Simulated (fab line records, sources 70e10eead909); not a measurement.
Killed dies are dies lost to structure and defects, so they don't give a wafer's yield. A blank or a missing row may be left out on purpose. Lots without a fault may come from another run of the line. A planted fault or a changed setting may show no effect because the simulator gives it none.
Which tool did it? | flow nand_harc | 12 lots, 36 wafers sampled, at 5 steps of a route of 1302

WHAT THE GAUGES READ, wafer by wafer
NHARC_A_M1_INSPECT_11.
lot  | measured     | on                | raw_defect_count
L873 | day 23 09:53 | defect_inspect-02 | 56 55 68
L875 | day 24 03:58 | defect_inspect-02 | 72 59 65
L878 | day 24 17:01 | defect_inspect-01 | 109 114 95
L879 | day 26 05:50 | defect_inspect-01 | 67 74 69
L880 | day 26 06:10 | defect_inspect-01 | 117 125 119
L883 | day 28 01:37 | defect_inspect-01 | 151 124 138
L887 | day 28 20:32 | defect_inspect-01 | 79 86 70
L888 | day 29 14:02 | defect_inspect-01 | 109 112 115
L890 | day 30 05:50 | defect_inspect-02 | 121 134 105
L889 | day 30 07:41 | defect_inspect-02 | 63 63 69
L891 | day 31 02:09 | defect_inspect-01 | 47 33 31
L892 | day 31 03:30 | defect_inspect-01 | 141 131 146

NHARC_END_SORT_01.
lot  | measured     | on        | killed_at_array | killed_at_other | killed_at_periphery | killed_dies | killed_open | killed_short
L891 | day 32 21:46 | prober-02 | 674 673 676     | 0 0 0           | 3 4 1               | 677 677 677 | 6 2 1       | 3 0 0
L892 | day 32 20:02 | prober-01 | 674 673 674     | 2 3 0           | 1 1 3               | 677 677 677 | 2 2 3       | 1 2 2

WHICH TOOL RAN EACH LOT (tool, then ch and the chambers of the sampled wafers, then the start)
lot  | NHARC_A_M1_ETCH_15                 | NHARC_A_M1_STRIP_18                | NHARC_A_M1_PRE_CLEAN_30
L873 | rie_diel-06 ch 2,3, day 23 10:07   | rie_diel-06 ch 0,2,3, day 23 10:22 | pvd_sputter-02, no start
L875 | rie_diel-06 ch 1,2, day 24 04:12   | rie_diel-06 ch 0,1, day 24 04:25   | pvd_sputter-01, no start
L878 | rie_diel-04 ch 0,2,3, day 24 17:15 | rie_diel-06 ch 0,1,2, day 24 17:29 | pvd_sputter-01, no start
L879 | rie_diel-05 ch 1,2, day 26 06:06   | rie_diel-06 ch 2,3, day 26 06:19   | pvd_sputter-03, no start
L880 | rie_diel-04 ch 0,3, day 26 06:24   | rie_diel-05 ch 2,3, day 26 06:36   | pvd_sputter-02, no start
L883 | rie_diel-06 ch 0,2,3, day 28 01:51 | rie_diel-06 ch 2,3, day 28 02:04   | pvd_sputter-02, no start
L887 | rie_diel-05 ch 0,2, day 28 20:46   | rie_diel-05 ch 2,3, day 28 20:58   | pvd_sputter-03, no start
L888 | rie_diel-06 ch 0,1, day 29 14:16   | rie_diel-05 ch 0,3, day 29 14:30   | pvd_sputter-02, no start
L890 | rie_diel-06 ch 1,2, day 30 06:04   | rie_diel-04 ch 0,1, day 30 06:18   | pvd_sputter-01, no start
L889 | rie_diel-04 ch 0,1,3, day 30 07:56 | rie_diel-05 ch 0,2,3, day 30 08:10 | pvd_sputter-01, no start
L891 | rie_diel-06 ch 1,3, day 31 02:23   | rie_diel-06 ch 1,3, day 31 02:35   | pvd_sputter-02, day 32 21:46 or earlier
L892 | rie_diel-06 ch 0,2, day 31 03:44   | rie_diel-04 ch 0,1,2, day 31 03:56 | pvd_sputter-01, day 32 20:02 or earlier
- NHARC_A_M1_ETCH_15: etches the open film in C4F8/Ar, target depth 182.5 nm, time 91.2 s.
- NHARC_A_M1_STRIP_18: strips in N2/H2.
- NHARC_A_M1_PRE_CLEAN_30: time 30 s.

WHAT THE TOOLS THEMSELVES READ (means of the sampled wafers that have a number; where no wafer has one, the mark that the record gives instead)
NHARC_A_M1_ETCH_15.
lot  | tool        | bias_w (W) | chamber_pressure_mTorr (mTorr) | oes_product_au (a.u.) | rf_vpp_V (V)
L873 | rie_diel-06 | 300.3      | 24.969                         | 0.960                 | 440.4
L875 | rie_diel-06 | 300.7      | 25.002                         | 0.971                 | 440.7
L878 | rie_diel-04 | 299.7      | 24.998                         | 0.953                 | 441.7
L879 | rie_diel-05 | 299.0      | 25.004                         | 0.954                 | 442.5
L880 | rie_diel-04 | 299.6      | 25.018                         | 0.950                 | 440.9
L883 | rie_diel-06 | 300.2      | 25.013                         | 0.920                 | 442.1
L887 | rie_diel-05 | 300.5      | 25.028                         | 0.954                 | 442.1
L888 | rie_diel-06 | 299.7      | 25.000                         | 0.974                 | 441.9
L890 | rie_diel-06 | 300.4      | 25.002                         | 0.937                 | 440.8
L889 | rie_diel-04 | 299.8      | 24.995                         | 0.929                 | 442.3
L891 | rie_diel-06 | -          | -                              | -                     | -
L892 | rie_diel-06 | -          | -                              | -                     | -

NHARC_A_M1_STRIP_18.
lot  | tool        | drypump_motor_current_A (A) | n2_flow_sccm (sccm) | oes_product_au (a.u.) | rf_vpp_V (V) | showerhead_plenum_p_Torr (Torr) | throttle_valve_pct (%)
L873 | rie_diel-06 | 5.4                         | 150.2               | 0.991                 | 91.2         | 2.05                            | 14.172
L875 | rie_diel-06 | 5.1                         | 149.7               | 0.996                 | 91.6         | 2.09                            | 14.169
L878 | rie_diel-06 | 5.2                         | 150.2               | 1.001                 | 91.2         | 2.05                            | 14.168
L879 | rie_diel-06 | 5.4                         | 149.9               | 0.993                 | 91.0         | 2.03                            | 14.171
L880 | rie_diel-05 | 6.2                         | 150.2               | 1.005                 | 91.2         | 2.07                            | 14.177
L883 | rie_diel-06 | 5.5                         | 149.8               | 0.986                 | 89.7         | 2.09                            | 14.174
L887 | rie_diel-05 | 6.4                         | 150.3               | 0.991                 | 89.9         | 2.02                            | 14.179
L888 | rie_diel-05 | 6.4                         | 150.4               | 0.995                 | 90.7         | 1.98                            | 14.170
L890 | rie_diel-04 | 5.0                         | 149.7               | 0.993                 | 90.6         | 2.10                            | 14.164
L889 | rie_diel-05 | 6.3                         | 149.9               | 0.992                 | 90.8         | 2.02                            | 14.180
L891 | rie_diel-06 | 5.3                         | 149.9               | 0.983                 | 91.3         | 2.13                            | 14.175
L892 | rie_diel-04 | 5.3                         | 150.4               | 1.008                 | 91.5         | 2.11                            | 14.172

NHARC_A_M1_PRE_CLEAN_30.
lot  | tool           | heater_power_w (W)
L873 | pvd_sputter-02 | 451
L875 | pvd_sputter-01 | 403
L878 | pvd_sputter-01 | 389
L879 | pvd_sputter-03 | 408
L880 | pvd_sputter-02 | 445
L883 | pvd_sputter-02 | 451
L887 | pvd_sputter-03 | 454
L888 | pvd_sputter-02 | 442
L890 | pvd_sputter-01 | 383
L889 | pvd_sputter-01 | 390
L891 | pvd_sputter-02 | 437
L892 | pvd_sputter-01 | 377

THE ANSWER, worked out from the rows above alone
Rule: what is usual is taken from the lots themselves. Put in order of their means at a reading, lots are off if they are a third of the lots or fewer, leave a main group of 4 or more, and stand apart from it by a gap of 3 or more times the standard deviation of the main group's means; of several such gaps the widest counts. A main group whose means are all the same, to the digits that the tables above print for the reading, isn't used. A lot without any number at a reading at which 4 lots or more have one is off too. The other lots that the step has rows for count as sound. The gauges are gone through in route order, then the tools' own readings, and for those a lot's mean is taken as printed above. The first step at which some lot is off is used, and at that step the reading that is off furthest; a lot without a number counts as furthest.
Off: L891, L892, at NHARC_A_M1_ETCH_15 (bias_w). Without a number there: L891, L892. The main group: mean 300.0 W, standard deviation 0.49.
A tool fits if, at that step or a process step before it, it ran every lot that is off, and no sound lot after the first of them. One fits: rie_diel-06 at NHARC_A_M1_ETCH_15. Its last sound lot is L890 (day 30 06:04), its first lot that is off L891 (day 31 02:23): a fault that began between those two fits.
Blank at NHARC_A_M1_ETCH_15 on the lots that are off, where sound lots have numbers: bias_w, chamber_pressure_mTorr, oes_product_au, rf_vpp_V.

WHAT THE SIMULATOR HAD PUT IN
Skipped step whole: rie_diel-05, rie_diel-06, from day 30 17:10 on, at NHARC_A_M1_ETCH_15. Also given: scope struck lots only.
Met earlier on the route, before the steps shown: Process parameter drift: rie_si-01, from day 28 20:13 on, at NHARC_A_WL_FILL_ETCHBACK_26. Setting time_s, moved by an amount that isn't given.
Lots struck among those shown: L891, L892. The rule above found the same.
